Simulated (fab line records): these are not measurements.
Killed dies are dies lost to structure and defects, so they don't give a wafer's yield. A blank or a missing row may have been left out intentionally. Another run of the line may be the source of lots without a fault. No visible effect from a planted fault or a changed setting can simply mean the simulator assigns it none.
Which tool is to blame? ; flow n5-finfet ; 21 lots, 63 wafers sampled, at 6 steps of a route of 1938

== WHAT EACH GAUGE READ, for each wafer ==
N5_BEOL_M0_SAQP_OVL_MEAS_41. Usual: M0_CUT1_OVL typically reads 0.5 nm, with standard deviation 0.62.
lot;measured;on;M0_CUT1_OVL (nm);flag
L074;day 5 17:57;overlay-02;2.2 2.1 1.9;
L075;day 6 03:04;overlay-01;0.3 0.9 0.6;
L076;day 6 04:08;overlay-01;0.1 -0.1 0.0;
L077;day 7 04:52;overlay-01;0.6 -0.4 -0.1;
L078;day 7 05:18;overlay-01;-0.1 -0.3 -1.1;
L079;day 7 05:50;overlay-01;1.8 1.3 1.8;
L081;day 7 14:20;overlay-02;-0.3 0.0 0.3;
L082;day 7 15:02;overlay-01;-0.3 -0.3 0.6;
L083;day 7 22:53;overlay-01;0.5 1.2 0.3;
L084;day 8 03:42;overlay-02;0.4 0.9 1.1;
L085;day 8 13:10;overlay-02;1.0 1.8 0.0;
L087;day 9 03:09;overlay-02;0.6 0.7 0.2;
L089;day 9 10:49;overlay-02;0.2 0.4 0.9;
L090;day 9 16:07;overlay-02;0.0 0.1 0.8;
L091;day 9 20:11;overlay-02;0.3 1.3 1.0;
L092;day 10 05:27;overlay-02;-0.2 -0.1 0.9;
L093;day 10 11:35;overlay-02;1.3 1.0 0.6;
L094;day 10 20:25;overlay-01;1.5 0.9 0.3;
L095;day 10 22:25;overlay-01;1.2 0.9 0.5;
L096;day 11 04:15;overlay-01;0.9 -0.3 0.8;
L097;day 11 08:34;overlay-01;0.5 0.3 0.4;

== EACH LOT AND THE TOOL THAT RAN IT (in order: tool; ch and the chambers of the sampled wafers; start) ==
lot;N5_GATE_CUT_ETCH_56;N5_MOL_CONTACT_COAG_STRIP_119;N5_MOL_CONTACT_COAG_STRIP_72;N5_BEOL_M0_SAQP_ETCH_84;N5_BEOL_M0_SAQP_STRIP_108
L074;rie-metal-03 ch 0, day 4 09:20;plasma-asher-02 ch 0,1, day 5 06:11;rie-diel-03 ch 0,1,3, day 5 07:46;rie-diel-04 ch 1,3, day 5 13:55;rie-diel-02 ch 1,2, day 5 16:27
L075;rie-metal-01 ch 0,1, day 4 19:37;plasma-asher-01 ch 1, day 5 14:32;rie-diel-05 ch 0,3, day 5 15:47;rie-diel-02 ch 1,2, day 5 23:01;rie-diel-04 ch 1,2,3, day 6 01:35
L076;rie-metal-03 ch 0, day 4 20:13;plasma-asher-01 ch 0,1, day 5 16:06;rie-diel-05 ch 0,3, day 5 17:18;rie-diel-01 ch 0,1,3, day 6 00:12;rie-diel-01 ch 0,1,2, day 6 02:50
L077;rie-metal-02 ch 0,1, day 5 03:58;plasma-asher-02 ch 0,1, day 5 21:32;rie-diel-05 ch 0,2, day 6 00:11;rie-diel-01 ch 0,1, day 6 23:03;rie-diel-04 ch 0,1, day 7 02:29
L078;rie-metal-02 ch 0,1, day 5 10:07;plasma-asher-02 ch 0,1, day 6 03:28;rie-diel-03 ch 0,2, day 6 04:58;rie-diel-04 ch 0,2,3, day 6 23:13;rie-diel-02 ch 1,2,3, day 7 03:13
L079;rie-metal-01 ch 0, day 5 16:50;plasma-asher-01 ch 0,1, day 6 12:18;rie-diel-06 ch 0,1, day 6 13:44;rie-diel-01 ch 0,2, day 6 23:29;rie-diel-02 ch 0,2,3, day 7 03:34
L081;rie-metal-03 ch 0,1, day 6 04:31;plasma-asher-01 ch 0,1, day 7 00:49;rie-diel-05 ch 1,2, day 7 02:29;rie-diel-04 ch 1,2,3, day 7 08:55;rie-diel-04 ch 0,1,3, day 7 12:49
L082;rie-metal-03 ch 0,1, day 6 09:45;plasma-asher-02 ch 0,1, day 7 03:32;rie-diel-03 ch 0,2, day 7 05:10;rie-diel-04 ch 0,1,2, day 7 11:14;rie-diel-04 ch 0,1,2, day 7 13:38
L083;rie-metal-03 ch 0,1, day 6 14:47;plasma-asher-01 ch 0,1, day 7 09:31;rie-diel-05 ch 1,2,3, day 7 11:51;rie-diel-04 ch 0,2,3, day 7 18:43;rie-diel-02 ch 0,1,3, day 7 21:10
L084;rie-metal-03 ch 0,1, day 6 22:34;plasma-asher-02 ch 0,1, day 7 16:00;rie-diel-05 ch 0,2,3, day 7 17:38;rie-diel-01 ch 0,2,3, day 8 00:00;rie-diel-02 ch 0,2,3, day 8 02:17
L085;rie-metal-03 ch 0,1, day 7 04:54;plasma-asher-02 ch 0,1, day 8 00:05;rie-diel-05 ch 0,1,3, day 8 01:54;rie-diel-01 ch 0,1,3, day 8 07:40;rie-diel-02 ch 0,1,3, day 8 10:18
L087;rie-metal-02 ch 0,1, day 7 16:19;plasma-asher-02 ch 0,1, day 8 14:25;rie-diel-03 ch 1,2,3, day 8 16:12;rie-diel-01 ch 0,2,3, day 8 21:43;rie-diel-02 ch 1,2,3, day 9 01:05
L089;rie-metal-03 ch 0,1, day 8 05:50;plasma-asher-02 ch 0,1, day 8 23:40;rie-diel-05 ch 0,2,3, day 9 00:50;rie-diel-04 ch 0,1,2, day 9 07:07;rie-diel-04 ch 1,2,3, day 9 09:24
L090;rie-metal-02 ch 0,1, day 8 08:29;plasma-asher-02 ch 0,1, day 9 02:03;rie-diel-05 ch 0,1,3, day 9 03:38;rie-diel-02 ch 0,2,3, day 9 12:01;rie-diel-02 ch 1,2,3, day 9 14:19
L091;rie-metal-01 ch 0,1, day 8 13:07;plasma-asher-01 ch 0,1, day 9 07:59;rie-diel-05 ch 0,2,3, day 9 09:10;rie-diel-01 ch 0,1,2, day 9 15:07;rie-diel-02 ch 0,3, day 9 18:46
L092;rie-metal-02 ch 0,1, day 8 21:20;plasma-asher-01 ch 0,1, day 9 18:28;rie-diel-05 ch 0,2,3, day 9 19:49;rie-diel-01 ch 0,1,2, day 10 01:37;rie-diel-01 ch 1,2,3, day 10 03:53
L093;rie-metal-03 ch 0,1, day 9 00:34;plasma-asher-01 ch 0,1, day 9 19:15;rie-diel-03 ch 1,2,3, day 9 20:28;rie-diel-02 ch 1,2,3, day 10 06:13;rie-diel-02 ch 0,3, day 10 10:02
L094;rie-metal-03 ch 0,1, day 9 13:07;plasma-asher-02 ch 0,1, day 10 07:49;rie-diel-06 ch 2,3, day 10 09:18;rie-diel-01 ch 0,3, day 10 16:13;rie-diel-04 ch 0,1,2, day 10 18:31
L095;rie-metal-01 ch 0,1, day 9 13:55;plasma-asher-02 ch 0,1, day 10 10:01;rie-diel-03 ch 1,2, day 10 11:14;rie-diel-01 ch 2,3, day 10 17:55;rie-diel-04 ch 0,1,2, day 10 20:57
L096;rie-metal-01 ch 0,1, day 9 21:23;plasma-asher-01 ch 0,1, day 10 17:11;rie-diel-06 ch 1,2, day 10 18:35;rie-diel-01 ch 1,2,3, day 10 23:55;rie-diel-04 ch 0,2, day 11 02:25
L097;rie-metal-01 ch 0,1, day 10 01:24;plasma-asher-01 ch 0,1, day 10 20:36;rie-diel-03 ch 1,2,3, day 10 22:02;rie-diel-01 ch 0,2,3, day 11 04:40;rie-diel-04 ch 0,1,3, day 11 07:16
- N5_GATE_CUT_ETCH_56: etches TiN in Cl2/Ar, target depth 21.6 nm.
- N5_MOL_CONTACT_COAG_STRIP_119: strips in N2/H2, time 30 s.
- N5_MOL_CONTACT_COAG_STRIP_72: strips in N2/H2.
- N5_BEOL_M0_SAQP_ETCH_84: etches SOC in N2/H2, target depth 100 nm, overetch 20 nm, time 150 s.
- N5_BEOL_M0_SAQP_STRIP_108: strips in N2/H2.

== AS READ BY THE TOOLS THEMSELVES (means over the sampled wafers that have a number; for cases with no such wafer, the mark the record gives instead) ==
N5_GATE_CUT_ETCH_56. Usual: drypump-motor-current-A 5.6 A, standard deviation 0.34; oes-product-au 0.83 a.u., standard deviation 0.12; throttle-valve-pct 20.76 %, standard deviation 0.19.
lot;tool;drypump-motor-current-A (A);oes-product-au (a.u.);throttle-valve-pct (%);flag
L074;rie-metal-03;5.6;0.86;20.65;
L075;rie-metal-01;5.2;0.81;20.74;
L076;rie-metal-03;5.7;0.85;20.66;
L077;rie-metal-02;5.6;0.60;21.22;
L078;rie-metal-02;5.6;0.60;21.22;
L079;rie-metal-01;5.1;0.90;20.58;
L081;rie-metal-03;5.7;0.91;20.63;
L082;rie-metal-03;5.6;0.87;20.64;
L083;rie-metal-03;5.7;0.91;20.63;
L084;rie-metal-03;5.7;0.87;20.65;
L085;rie-metal-03;5.7;0.87;20.67;
L087;rie-metal-02;5.6;0.89;20.97;
L089;rie-metal-03;5.7;0.88;20.64;
L090;rie-metal-02;6.0;0.76;20.95;
L091;rie-metal-01;5.4;0.89;20.68;
L092;rie-metal-02;5.6;0.86;20.98;
L093;rie-metal-03;5.7;0.86;20.66;
L094;rie-metal-03;5.7;0.84;20.67;
L095;rie-metal-01;5.4;0.88;20.68;
L096;rie-metal-01;5.4;0.88;20.69;
L097;rie-metal-01;5.3;0.86;20.66;

N5_MOL_CONTACT_COAG_STRIP_119. Usual: drypump-motor-current-A 5.40 A, standard deviation 0.16; heater-power-w 342 W, standard deviation 36; temp-c 249.98 C, standard deviation 0.18.
lot;tool;drypump-motor-current-A (A);heater-power-w (W);temp-c (C);flag
L074;plasma-asher-02;5.44;349;249.96;
L075;plasma-asher-01;5.57;374;249.84;
L076;plasma-asher-01;5.32;340;249.98;
L077;plasma-asher-02;5.37;322;250.17;
L078;plasma-asher-02;5.38;322;250.03;
L079;plasma-asher-01;5.46;351;250.12;
L081;plasma-asher-01;5.46;360;250.14;
L082;plasma-asher-02;5.47;347;249.99;
L083;plasma-asher-01;5.31;343;249.75;
L084;plasma-asher-02;5.45;353;249.77;
L085;plasma-asher-02;5.43;348;250.02;
L087;plasma-asher-02;5.45;348;250.03;
L089;plasma-asher-02;5.37;320;250.10;
L090;plasma-asher-02;5.38;317;249.78;
L091;plasma-asher-01;5.31;341;249.97;
L092;plasma-asher-01;5.31;342;249.94;
L093;plasma-asher-01;5.31;336;250.01;
L094;plasma-asher-02;5.44;349;250.11;
L095;plasma-asher-02;5.39;326;249.84;
L096;plasma-asher-01;5.33;340;249.93;
L097;plasma-asher-01;5.44;363;250.07;

N5_MOL_CONTACT_COAG_STRIP_72. Usual: value, then standard deviation, for each; drypump-motor-current-A 5.6 A / 0.38; oes-product-au 0.79 a.u. / 0.091; power-w 450.0 W / 1.3; rf-vpp-V 59.1 V / 1.9; showerhead-plenum-p-Torr 2.52 Torr / 0.071; temp-c 39.99 C / 0.11; throttle-valve-pct 23.57 % / 0.26.
lot;tool;drypump-motor-current-A (A);oes-product-au (a.u.);power-w (W);rf-vpp-V (V);showerhead-plenum-p-Torr (Torr);temp-c (C);throttle-valve-pct (%);flag
L074;rie-diel-03;5.7;0.83;448.5;59.4;2.52;39.95;23.67;
L075;rie-diel-05;5.4;0.70;449.2;58.6;2.50;40.01;23.82;
L076;rie-diel-05;5.4;0.70;450.7;59.6;2.50;39.95;23.81;
L077;rie-diel-05;5.7;0.75;448.8;60.2;2.59;39.98;23.30;
L078;rie-diel-03;6.2;0.78;448.7;61.3;2.45;40.01;23.68;
L079;rie-diel-06;5.3;0.76;450.4;59.6;2.56;40.05;23.29;
L081;rie-diel-05;5.4;0.74;449.6;58.4;2.56;40.08;23.49;
L082;rie-diel-03;6.2;0.77;450.3;58.5;2.44;39.98;23.68;
L083;rie-diel-05;5.4;0.81;450.3;58.2;2.55;40.02;23.56;
L084;rie-diel-05;5.5;0.80;450.1;58.6;2.54;40.09;23.53;
L085;rie-diel-05;5.4;0.79;451.2;60.4;2.51;39.92;23.70;
L087;rie-diel-03;5.7;0.86;450.3;60.0;2.51;40.00;23.72;
L089;rie-diel-05;5.5;0.79;450.5;59.8;2.54;39.90;23.51;
L090;rie-diel-05;5.4;0.78;450.0;61.2;2.50;39.86;23.68;
L091;rie-diel-05;5.5;0.78;450.6;58.3;2.54;40.06;23.51;
L092;rie-diel-05;5.5;0.78;449.1;58.1;2.54;40.09;23.53;
L093;rie-diel-03;5.7;0.84;450.0;56.1;2.50;39.97;23.73;
L094;rie-diel-06;6.2;0.78;451.3;58.1;2.50;39.82;23.34;
L095;rie-diel-03;5.9;0.79;450.4;59.0;2.48;39.86;23.86;
L096;rie-diel-06;5.5;0.80;449.6;57.1;2.59;39.81;23.16;
L097;rie-diel-03;5.7;0.83;451.3;57.7;2.50;40.09;23.77;

N5_BEOL_M0_SAQP_ETCH_84. Usual: drypump-motor-current-A 5.5 A, standard deviation 0.4; oes-product-au 0.70 a.u., standard deviation 0.089; rf-vpp-V 524.8 V, standard deviation 2.5; showerhead-plenum-p-Torr 2.57 Torr, standard deviation 0.09; temp-c 40.01 C, standard deviation 0.11; throttle-valve-pct 17.77 %, standard deviation 0.27.
lot;tool;drypump-motor-current-A (A);oes-product-au (a.u.);rf-vpp-V (V);showerhead-plenum-p-Torr (Torr);temp-c (C);throttle-valve-pct (%);flag
L074;rie-diel-04;5.6;0.64;522.5;2.48;40.04;18.01;
L075;rie-diel-02;5.3;0.66;524.7;2.57;39.86;17.76;
L076;rie-diel-01;5.7;0.68;526.0;2.60;39.99;17.66;
L077;rie-diel-01;5.6;0.70;525.8;2.62;39.96;17.71;
L078;rie-diel-04;5.3;0.78;523.2;2.54;39.99;17.77;
L079;rie-diel-01;5.4;0.69;525.3;2.60;40.00;17.99;
L081;rie-diel-04;5.2;0.69;524.5;2.58;40.05;17.89;
L082;rie-diel-04;5.1;0.76;525.3;2.61;40.06;17.71;
L083;rie-diel-04;5.3;0.76;524.3;2.54;39.97;17.77;
L084;rie-diel-01;5.5;0.67;525.3;2.62;39.87;17.85;
L085;rie-diel-01;5.7;0.75;525.7;2.59;40.13;17.51;
L087;rie-diel-01;5.5;0.67;526.5;2.62;39.90;17.87;
L089;rie-diel-04;5.1;0.83;526.0;2.60;40.00;17.58;
L090;rie-diel-02;5.5;0.76;523.7;2.54;39.83;17.69;
L091;rie-diel-01;5.6;0.74;523.9;2.57;40.00;17.68;
L092;rie-diel-01;5.6;0.74;524.1;2.57;39.96;17.68;
L093;rie-diel-02;5.2;0.68;524.7;2.54;40.01;17.85;
L094;rie-diel-01;5.6;0.65;526.6;2.63;40.03;17.73;
L095;rie-diel-01;5.5;0.63;524.1;2.56;40.01;18.00;
L096;rie-diel-01;5.7;0.70;524.8;2.54;39.98;17.66;
L097;rie-diel-01;5.5;0.66;525.7;2.61;40.04;17.90;

N5_BEOL_M0_SAQP_STRIP_108. Usual: value, then standard deviation, for each; drypump-motor-current-A 5.4 A / 0.53; oes-product-au 0.81 a.u. / 0.11; power-w 499.9 W / 1.5; rf-vpp-V 122.1 V / 1; showerhead-plenum-p-Torr 3.39 Torr / 0.11; temp-c 40.00 C / 0.11; throttle-valve-pct 18.87 % / 0.26.
lot;tool;drypump-motor-current-A (A);oes-product-au (a.u.);power-w (W);rf-vpp-V (V);showerhead-plenum-p-Torr (Torr);temp-c (C);throttle-valve-pct (%);flag
L074;rie-diel-02;5.4;0.75;500.9;123.2;3.43;39.92;18.67;
L075;rie-diel-04;5.3;0.79;501.2;122.4;3.41;40.10;18.93;
L076;rie-diel-01;5.6;0.75;498.7;122.8;3.40;40.09;18.88;
L077;rie-diel-04;5.2;0.80;498.5;122.3;3.40;40.08;18.90;
L078;rie-diel-02;5.2;0.79;501.0;121.7;3.37;40.04;18.93;
L079;rie-diel-02;5.5;0.77;501.4;121.7;3.36;40.11;19.10;
L081;rie-diel-04;5.5;0.78;499.2;122.0;3.31;40.02;18.88;
L082;rie-diel-04;5.1;0.86;499.9;121.8;3.45;40.02;18.81;
L083;rie-diel-02;5.7;0.78;498.7;122.5;3.40;39.92;19.02;
L084;rie-diel-02;5.5;0.76;500.5;121.9;3.36;39.99;19.11;
L085;rie-diel-02;5.7;0.77;500.4;122.5;3.40;39.94;19.03;
L087;rie-diel-02;5.2;0.78;500.3;122.0;3.36;40.12;18.95;
L089;rie-diel-04;5.3;0.87;500.2;122.4;3.40;39.93;18.84;
L090;rie-diel-02;5.2;0.77;500.4;121.3;3.36;40.01;18.94;
L091;rie-diel-02;6.0;0.93;499.3;122.0;3.39;39.87;18.92;
L092;rie-diel-01;5.7;0.78;501.1;121.7;3.36;39.96;18.68;
L093;rie-diel-02;6.0;0.91;499.5;122.2;3.39;39.93;18.92;
L094;rie-diel-04;5.1;0.91;499.1;122.6;3.43;39.97;18.70;
L095;rie-diel-04;5.1;0.91;500.9;122.9;3.43;39.94;18.71;
L096;rie-diel-04;4.9;0.89;498.8;122.5;3.47;40.04;18.75;
L097;rie-diel-04;5.5;0.84;499.5;121.6;3.30;39.96;18.78;

== THE ANSWER, worked out from the rows above alone ==
Rule: lot off if the mean of its wafers having a number is beyond 3 standard deviations from the usual mean. A lot without any number at a reading at which 4 lots or more have one is off too. Any other lot the step has rows for is counted as sound. First the gauges in route order, then the tools' own readings, where a lot's mean is used as printed above. At the first step where some lot is off, the reading lying furthest off is the one used; lots without a number count as furthest.
Nothing can be told from this: no lot is off at any reading shown.

== WHAT THE SIMULATOR HAD INSERTED ==
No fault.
